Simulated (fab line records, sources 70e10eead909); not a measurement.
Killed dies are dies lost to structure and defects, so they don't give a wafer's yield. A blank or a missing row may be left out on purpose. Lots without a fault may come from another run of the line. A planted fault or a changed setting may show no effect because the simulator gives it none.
Which tool did it? | flow nand_harc | 22 lots, 66 wafers sampled, at 6 steps of a route of 1159

WHAT THE GAUGES READ, wafer by wafer
The record holds no reading of a measuring or inspecting step that can be judged against a usual standard deviation.

WHICH TOOL RAN EACH LOT (tool, then ch and the chambers of the sampled wafers, then the start)
lot  | NHARC_A_STAIRCASE_ETCH_294                    | NHARC_A_STAIRCASE_DESCUM_443       | NHARC_A_STAIRCASE_STRIP_446          | NHARC_A_STAIRCASE_DEP_471       | NHARC_A_SGD_CUT_ETCH_59        | NHARC_A_SGD_CUT_ETCH_15
L076 | rie_diel-02 ch 1,3, day 13 18:08 or earlier   | rie_diel-11 ch 0,1,2, day 13 18:08 | plasma_asher-02 ch 0,1, day 13 20:30 | pecvd-03 ch 0,1,2, day 13 22:29 | rie_diel-04 ch 0,1, no start   | rie_diel-04 ch 0,2, no start
L075 | rie_diel-11 ch 0,1,3, day 13 18:34 or earlier | rie_diel-03 ch 0,2,3, day 13 18:34 | plasma_asher-02 ch 0,1, day 13 20:58 | pecvd-03 ch 0,1,2, day 13 22:58 | rie_diel-06 ch 1,2,3, no start | rie_diel-06 ch 0,2,3, no start
L074 | rie_diel-02 ch 0,2, day 13 23:58 or earlier   | rie_diel-11 ch 0,1,3, day 13 23:58 | plasma_asher-02 ch 0,1, day 14 02:17 | pecvd-03 ch 1,2, day 14 04:18   | rie_diel-05 ch 0,1, no start   | rie_diel-05 ch 0,1,2, no start
L078 | rie_diel-02 ch 0,2,3, day 14 18:50 or earlier | rie_diel-03 ch 0,1,2, day 14 18:50 | plasma_asher-02 ch 0,1, day 14 22:46 | pecvd-03 ch 0,1, day 15 00:43   | rie_diel-05 ch 0,2, no start   | rie_diel-05 ch 1,2, no start
L077 | rie_diel-11 ch 0,2,3, day 14 14:35 or earlier | rie_diel-02 ch 0,3, day 14 14:35   | plasma_asher-02 ch 0,1, day 14 16:59 | pecvd-01 ch 0,1,2, day 14 19:20 | rie_diel-05 ch 0,1,2, no start | rie_diel-05 ch 0,2, no start
L080 | rie_diel-03 ch 0,1, day 14 18:47 or earlier   | rie_diel-03 ch 1,2, day 14 18:47   | plasma_asher-01 ch 0,1, day 14 21:19 | pecvd-03 ch 0,1,2, day 14 23:17 | rie_diel-05 ch 0,1,2, no start | rie_diel-05 ch 0,1,2, no start
L079 | rie_diel-03 ch 0,1,2, day 14 19:16 or earlier | rie_diel-11 ch 0,2,3, day 14 19:16 | plasma_asher-02 ch 0,1, day 14 21:44 | pecvd-01 ch 0,1, day 15 00:08   | rie_diel-06 ch 1,2,3, no start | rie_diel-06 ch 0,2,3, no start
L081 | rie_diel-02 ch 0,1, day 15 07:52 or earlier   | rie_diel-11 ch 0,1,2, day 15 07:52 | plasma_asher-01 ch 0,1, day 15 10:14 | pecvd-03 ch 1,2, day 15 12:14   | rie_diel-04 ch 1,2,3, no start | rie_diel-04 ch 1,2, no start
L082 | rie_diel-11 ch 0,2,3, day 15 21:07 or earlier | rie_diel-11 ch 1,2,3, day 15 21:07 | plasma_asher-02 ch 0,1, day 15 23:39 | pecvd-01 ch 0,1, day 16 01:41   | rie_diel-04 ch 1,2,3, no start | rie_diel-04 ch 1,2,3, no start
L084 | rie_diel-03 ch 0,2,3, day 15 21:17 or earlier | rie_diel-03 ch 0,1,2, day 15 21:17 | plasma_asher-01 ch 0, day 15 23:52   | pecvd-01 ch 1, day 16 01:57     | rie_diel-05 ch 0,1, no start   | rie_diel-05 ch 0,1, no start
L088 | rie_diel-11 ch 2,3, day 16 17:40 or earlier   | rie_diel-11 ch 1,2,3, day 16 17:40 | plasma_asher-01 ch 0,1, day 16 20:06 | pecvd-02 ch 0,1,2, day 16 22:04 | rie_diel-05 ch 0,2,3, no start | rie_diel-05 ch 1,2,3, no start
L085 | rie_diel-11 ch 0,1,2, day 16 17:56 or earlier | rie_diel-02 ch 0,1,3, day 16 17:56 | plasma_asher-02 ch 0,1, day 16 20:20 | pecvd-03 ch 0,1, day 16 22:20   | rie_diel-06 ch 0,1,3, no start | rie_diel-06 ch 0,1,2, no start
L086 | rie_diel-02 ch 1,2,3, day 17 04:29 or earlier | rie_diel-11 ch 2,3, day 17 04:29   | plasma_asher-02 ch 0,1, day 17 06:52 | pecvd-01 ch 0,1, day 17 08:54   | rie_diel-04 ch 2,3, no start   | rie_diel-04 ch 0,1,3, no start
L090 | rie_diel-02 ch 1,2,3, day 17 14:41 or earlier | rie_diel-11 ch 0,1,3, day 17 14:41 | plasma_asher-01 ch 0,1, day 17 17:18 | pecvd-02 ch 0,1,2, day 17 19:17 | rie_diel-06 ch 0,1,3, no start | rie_diel-06 ch 0,1,2, no start
L089 | rie_diel-02 ch 0,3, day 17 14:44 or earlier   | rie_diel-02 ch 0,1,3, day 17 14:44 | plasma_asher-02 ch 0,1, day 17 18:34 | pecvd-01 ch 0,2, day 17 20:34   | rie_diel-06 ch 0,1,2, no start | rie_diel-06 ch 0,1,3, no start
L087 | rie_diel-03 ch 0,1,2, day 17 14:40 or earlier | rie_diel-02 ch 0,2,3, day 17 14:40 | plasma_asher-01 ch 0,1, day 17 17:01 | pecvd-01 ch 1,2, day 17 19:13   | rie_diel-04 ch 0,1,2, no start | rie_diel-04 ch 0,1,2, no start
L091 | rie_diel-03 ch 0,2, day 17 14:46 or earlier   | rie_diel-11 ch 0,3, day 17 14:46   | plasma_asher-01 ch 0,1, day 17 19:03 | pecvd-01 ch 0,1,2, day 17 20:59 | rie_diel-06 ch 0,2,3, no start | rie_diel-06 ch 0,1,3, no start
L092 | rie_diel-11 ch 1,2,3, day 18 07:41 or earlier | rie_diel-03 ch 0,1,2, day 18 07:41 | plasma_asher-02 ch 0,1, day 18 10:04 | pecvd-02 ch 0,2, day 18 12:03   | rie_diel-04 ch 0,1,3, no start | rie_diel-04 ch 1,2,3, no start
L093 | rie_diel-02 ch 0,1,2, day 18 07:44 or earlier | rie_diel-03 ch 0,3, day 18 07:44   | plasma_asher-02 ch 0,1, day 18 11:40 | pecvd-02 ch 1,2, day 18 13:32   | rie_diel-04 ch 0,2,3, no start | rie_diel-04 ch 0,1,3, no start
L095 | rie_diel-02 ch 0,1,3, day 18 07:49 or earlier | rie_diel-02 ch 1,2,3, day 18 07:49 | plasma_asher-02 ch 0,1, day 18 10:29 | pecvd-02 ch 0,1,2, day 18 12:25 | rie_diel-04 ch 0,2,3, no start | rie_diel-04 ch 0,1,3, no start
L094 | rie_diel-03 ch 0,1, day 18 07:46 or earlier   | rie_diel-11 ch 0,1,2, day 18 07:46 | plasma_asher-01 ch 0,1, day 18 10:07 | pecvd-03 ch 1,2, day 18 12:07   | rie_diel-05 ch 1,3, no start   | rie_diel-05 ch 0,1, no start
L097 | rie_diel-11 ch 0,2,3, day 19 16:47 or earlier | rie_diel-02 ch 1,2,3, day 19 16:47 | plasma_asher-02 ch 0,1, day 19 19:12 | pecvd-03 ch 0,1,2, day 19 21:16 | rie_diel-06 ch 0,1,2, no start | rie_diel-06 ch 0,1,3, no start
- NHARC_A_STAIRCASE_ETCH_294: etches the open film in C4F8/O2/Ar, target depth 4992 nm, time 1212.4 s.
- NHARC_A_STAIRCASE_DESCUM_443: chemistry O2, time 3 s.
- NHARC_A_STAIRCASE_STRIP_446: strips in O2.
- NHARC_A_STAIRCASE_DEP_471: deposits SiO2, target thk 100 nm.
- NHARC_A_SGD_CUT_ETCH_59: etches the open film in N2/H2, target depth 260 nm, time 406.25 s.
- NHARC_A_SGD_CUT_ETCH_15: etches the open film in CH3F/O2, target depth 75 nm, time 64.3 s.

WHAT THE TOOLS THEMSELVES READ (means of the sampled wafers that have a number; where no wafer has one, the mark that the record gives instead)
NHARC_A_STAIRCASE_ETCH_294.
lot  | tool        | chamber_pressure_mTorr (mTorr) | oes_product_au (a.u.) | rf_vpp_V (V)
L076 | rie_diel-02 | 24.982                         | 0.937                 | 1808
L075 | rie_diel-11 | 25.004                         | 0.940                 | 1830
L074 | rie_diel-02 | 24.981                         | 0.934                 | 1821
L078 | rie_diel-02 | 25.021                         | 0.939                 | 1816
L077 | rie_diel-11 | 24.971                         | 0.934                 | 1833
L080 | rie_diel-03 | 24.997                         | 0.941                 | 1828
L079 | rie_diel-03 | 24.994                         | 0.927                 | 1831
L081 | rie_diel-02 | 25.007                         | 0.915                 | 1816
L082 | rie_diel-11 | 24.977                         | 0.932                 | 1834
L084 | rie_diel-03 | 25.011                         | 0.924                 | 1826
L088 | rie_diel-11 | 24.996                         | 0.937                 | 1832
L085 | rie_diel-11 | 24.998                         | 0.924                 | 1832
L086 | rie_diel-02 | 25.020                         | 0.933                 | 1837
L090 | rie_diel-02 | 24.988                         | 0.934                 | 1837
L089 | rie_diel-02 | 25.000                         | 0.924                 | 1828
L087 | rie_diel-03 | 25.003                         | 0.933                 | 1830
L091 | rie_diel-03 | 24.978                         | 0.931                 | 1833
L092 | rie_diel-11 | 24.999                         | 0.955                 | 1832
L093 | rie_diel-02 | 25.000                         | 0.952                 | 1828
L095 | rie_diel-02 | 25.031                         | 0.929                 | 1838
L094 | rie_diel-03 | 24.990                         | 0.934                 | 1828
L097 | rie_diel-11 | 24.994                         | 0.931                 | 1831

NHARC_A_STAIRCASE_DESCUM_443.
lot  | tool        | chamber_pressure_mTorr (mTorr) | drypump_motor_current_A (A) | oes_product_au (a.u.) | rf_vpp_V (V) | showerhead_plenum_p_Torr (Torr) | throttle_valve_pct (%)
L076 | rie_diel-11 | 59.97                          | 5.8                         | 1.010                 | 56.4         | 1.95                            | 11.315
L075 | rie_diel-03 | 59.98                          | 5.8                         | 0.999                 | 57.8         | 1.91                            | 11.312
L074 | rie_diel-11 | 60.01                          | 5.8                         | 0.994                 | 57.5         | 1.93                            | 11.310
L078 | rie_diel-03 | 59.99                          | 5.8                         | 0.993                 | 58.8         | 1.94                            | 11.313
L077 | rie_diel-02 | 60.02                          | 6.4                         | 1.011                 | 57.0         | 1.79                            | 11.310
L080 | rie_diel-03 | 60.02                          | 5.7                         | 1.000                 | 57.5         | 1.94                            | 11.313
L079 | rie_diel-11 | 59.97                          | 5.7                         | 1.008                 | 58.4         | 1.95                            | 11.313
L081 | rie_diel-11 | 59.93                          | 5.8                         | 0.999                 | 58.0         | 1.95                            | 11.310
L082 | rie_diel-11 | 59.98                          | 5.6                         | 0.999                 | 57.8         | 1.95                            | 11.311
L084 | rie_diel-03 | 59.99                          | 5.8                         | 1.002                 | 57.9         | 1.93                            | 11.313
L088 | rie_diel-11 | 59.99                          | 5.6                         | 0.996                 | 57.8         | 1.95                            | 11.313
L085 | rie_diel-02 | 60.00                          | 6.0                         | 0.999                 | 57.9         | 2.00                            | 11.317
L086 | rie_diel-11 | 59.99                          | 5.5                         | 1.001                 | 58.3         | 1.95                            | 11.309
L090 | rie_diel-11 | 59.97                          | 5.8                         | 1.006                 | 57.5         | 1.92                            | 11.312
L089 | rie_diel-02 | 59.99                          | 6.0                         | 1.000                 | 57.9         | 2.00                            | 11.309
L087 | rie_diel-02 | 60.03                          | 6.1                         | 1.009                 | 58.2         | 1.92                            | 11.314
L091 | rie_diel-11 | 59.99                          | 5.7                         | 0.999                 | 57.6         | 1.93                            | 11.317
L092 | rie_diel-03 | 60.05                          | 5.8                         | 1.002                 | 57.7         | 1.93                            | 11.305
L093 | rie_diel-03 | 60.04                          | 5.8                         | 1.001                 | 56.9         | 1.85                            | 11.305
L095 | rie_diel-02 | 59.99                          | 5.7                         | 1.008                 | 57.9         | 2.00                            | 11.309
L094 | rie_diel-11 | 60.01                          | 5.8                         | 1.012                 | 56.5         | 1.94                            | 11.309
L097 | rie_diel-02 | 60.01                          | 5.7                         | 1.011                 | 58.0         | 1.99                            | 11.320

NHARC_A_STAIRCASE_STRIP_446.
lot  | tool            | drypump_motor_current_A (A) | heater_power_w (W)
L076 | plasma_asher-02 | 5.5                         | 301
L075 | plasma_asher-02 | 5.9                         | 305
L074 | plasma_asher-02 | 5.5                         | 297
L078 | plasma_asher-02 | 5.8                         | 305
L077 | plasma_asher-02 | 5.8                         | 306
L080 | plasma_asher-01 | 5.6                         | 319
L079 | plasma_asher-02 | 5.8                         | 304
L081 | plasma_asher-01 | 5.6                         | 314
L082 | plasma_asher-02 | 5.8                         | 308
L084 | plasma_asher-01 | 5.7                         | 295
L088 | plasma_asher-01 | 5.5                         | 315
L085 | plasma_asher-02 | 5.9                         | 318
L086 | plasma_asher-02 | 5.5                         | 308
L090 | plasma_asher-01 | 5.5                         | 320
L089 | plasma_asher-02 | 5.5                         | 310
L087 | plasma_asher-01 | 5.6                         | 314
L091 | plasma_asher-01 | 5.5                         | 313
L092 | plasma_asher-02 | 5.8                         | 323
L093 | plasma_asher-02 | 5.8                         | 323
L095 | plasma_asher-02 | 5.5                         | 317
L094 | plasma_asher-01 | 5.6                         | 306
L097 | plasma_asher-02 | 5.9                         | 317

NHARC_A_STAIRCASE_DEP_471.
lot  | tool     | heater_power_w (W) | throttle_valve_pct (%)
L076 | pecvd-03 | 517                | 16.4
L075 | pecvd-03 | 506                | 16.4
L074 | pecvd-03 | 443                | 16.7
L078 | pecvd-03 | 519                | 16.5
L077 | pecvd-01 | 613                | 16.5
L080 | pecvd-03 | 506                | 16.7
L079 | pecvd-01 | 591                | 16.7
L081 | pecvd-03 | 420                | 16.3
L082 | pecvd-01 | 590                | 17.0
L084 | pecvd-01 | 523                | 16.9
L088 | pecvd-02 | 531                | 15.7
L085 | pecvd-03 | 573                | 16.9
L086 | pecvd-01 | 675                | 17.0
L090 | pecvd-02 | 496                | 15.6
L089 | pecvd-01 | 605                | 16.5
L087 | pecvd-01 | 550                | 16.7
L091 | pecvd-01 | 596                | 16.7
L092 | pecvd-02 | 484                | 16.0
L093 | pecvd-02 | 505                | 15.5
L095 | pecvd-02 | 494                | 16.0
L094 | pecvd-03 | 491                | 16.9
L097 | pecvd-03 | 536                | 16.7

NHARC_A_SGD_CUT_ETCH_59.
lot  | tool        | chamber_pressure_mTorr (mTorr) | drypump_motor_current_A (A) | oes_product_au (a.u.) | rf_vpp_V (V) | showerhead_plenum_p_Torr (Torr) | throttle_valve_pct (%)
L076 | rie_diel-04 | 29.990                         | 5.7                         | 1.006                 | 428          | 1.94                            | 14.173
L075 | rie_diel-06 | 30.022                         | 6.1                         | 1.001                 | 431          | 2.06                            | 14.173
L074 | rie_diel-05 | 30.007                         | 5.8                         | 1.000                 | 431          | 2.06                            | 14.172
L078 | rie_diel-05 | 29.985                         | 4.7                         | 0.995                 | 428          | 1.93                            | 14.167
L077 | rie_diel-05 | 29.992                         | 5.2                         | 1.005                 | 430          | 1.99                            | 14.170
L080 | rie_diel-05 | 30.032                         | 5.3                         | 0.999                 | 429          | 1.99                            | 14.170
L079 | rie_diel-06 | 30.000                         | 6.1                         | 1.001                 | 431          | 2.06                            | 14.173
L081 | rie_diel-04 | 30.013                         | 5.8                         | 1.011                 | 430          | 2.03                            | 14.169
L082 | rie_diel-04 | 29.982                         | 5.8                         | 1.002                 | 431          | 2.03                            | 14.157
L084 | rie_diel-05 | 30.015                         | 5.8                         | 1.002                 | 430          | 2.06                            | 14.170
L088 | rie_diel-05 | 30.000                         | 5.3                         | 1.002                 | 428          | 1.97                            | 14.170
L085 | rie_diel-06 | 30.015                         | 6.4                         | 0.998                 | 431          | 2.05                            | 14.177
L086 | rie_diel-04 | 30.004                         | 5.4                         | 1.000                 | 433          | 2.09                            | 14.161
L090 | rie_diel-06 | 30.004                         | 6.4                         | 0.993                 | 431          | 2.05                            | 14.168
L089 | rie_diel-06 | 29.970                         | 6.1                         | 0.998                 | 431          | 2.06                            | 14.170
L087 | rie_diel-04 | 30.016                         | 5.9                         | 1.009                 | 428          | 1.94                            | 14.177
L091 | rie_diel-06 | 29.988                         | 6.2                         | 0.987                 | 433          | 2.12                            | 14.177
L092 | rie_diel-04 | 29.999                         | 5.7                         | 1.005                 | 430          | 2.03                            | 14.174
L093 | rie_diel-04 | 30.029                         | 5.4                         | 0.997                 | 429          | 2.00                            | 14.167
L095 | rie_diel-04 | 29.999                         | 5.4                         | 0.993                 | 429          | 2.00                            | 14.177
L094 | rie_diel-05 | 29.992                         | 6.4                         | 0.995                 | 431          | 2.09                            | 14.172
L097 | rie_diel-06 | 29.987                         | 6.1                         | 0.988                 | 431          | 2.06                            | 14.169

NHARC_A_SGD_CUT_ETCH_15.
lot  | tool        | chamber_pressure_mTorr (mTorr) | drypump_motor_current_A (A) | oes_product_au (a.u.) | rf_vpp_V (V) | showerhead_plenum_p_Torr (Torr) | throttle_valve_pct (%)
L076 | rie_diel-04 | 24.993                         | 5.4                         | 0.959                 | 261.7        | 2.31                            | 20.671
L075 | rie_diel-06 | 25.004                         | 6.1                         | 0.958                 | 266.4        | 2.55                            | 20.659
L074 | rie_diel-05 | 24.985                         | 5.3                         | 0.963                 | 263.0        | 2.40                            | 20.668
L078 | rie_diel-05 | 25.005                         | 5.8                         | 0.968                 | 264.3        | 2.48                            | 20.661
L077 | rie_diel-05 | 24.989                         | 4.7                         | 0.956                 | 261.9        | 2.33                            | 20.657
L080 | rie_diel-05 | 24.981                         | 5.3                         | 0.968                 | 263.5        | 2.40                            | 20.662
L079 | rie_diel-06 | 25.007                         | 6.1                         | 0.951                 | 264.4        | 2.55                            | 20.664
L081 | rie_diel-04 | 25.012                         | 6.0                         | 0.943                 | 261.2        | 2.34                            | 20.653
L082 | rie_diel-04 | 24.995                         | 5.8                         | 0.941                 | 264.4        | 2.45                            | 20.657
L084 | rie_diel-05 | 25.001                         | 5.3                         | 0.971                 | 262.7        | 2.40                            | 20.670
L088 | rie_diel-05 | 24.989                         | 5.8                         | 0.978                 | 262.8        | 2.45                            | 20.665
L085 | rie_diel-06 | 25.020                         | 6.1                         | 0.969                 | 264.8        | 2.49                            | 20.659
L086 | rie_diel-04 | 24.988                         | 5.7                         | 0.973                 | 264.1        | 2.45                            | 20.663
L090 | rie_diel-06 | 24.989                         | 6.1                         | 0.963                 | 263.3        | 2.49                            | 20.667
L089 | rie_diel-06 | 24.991                         | 6.4                         | 0.956                 | 264.0        | 2.47                            | 20.665
L087 | rie_diel-04 | 24.983                         | 5.9                         | 0.965                 | 262.3        | 2.34                            | 20.661
L091 | rie_diel-06 | 25.030                         | 6.4                         | 0.944                 | 263.9        | 2.47                            | 20.668
L092 | rie_diel-04 | 24.986                         | 5.8                         | 0.930                 | 263.3        | 2.45                            | 20.661
L093 | rie_diel-04 | 25.002                         | 5.7                         | 0.973                 | 263.0        | 2.45                            | 20.669
L095 | rie_diel-04 | 25.006                         | 5.7                         | 0.935                 | 263.7        | 2.45                            | 20.664
L094 | rie_diel-05 | 24.991                         | 5.3                         | 0.968                 | 262.6        | 2.40                            | 20.667
L097 | rie_diel-06 | 24.959                         | 6.4                         | 0.940                 | 264.0        | 2.47                            | 20.661

THE ANSWER, worked out from the rows above alone
Rule: what is usual is taken from the lots themselves. Put in order of their means at a reading, lots are off if they are a third of the lots or fewer, leave a main group of 4 or more, and stand apart from it by a gap of 3 or more times the standard deviation of the main group's means; of several such gaps the widest counts. A main group whose means are all the same, to the digits that the tables above print for the reading, isn't used. A lot without any number at a reading at which 4 lots or more have one is off too. The other lots that the step has rows for count as sound. The gauges are gone through in route order, then the tools' own readings, and for those a lot's mean is taken as printed above. The first step at which some lot is off is used, and at that step the reading that is off furthest; a lot without a number counts as furthest.
No lot is off at any reading shown: from this, nothing can be told.

WHAT THE SIMULATOR HAD PUT IN
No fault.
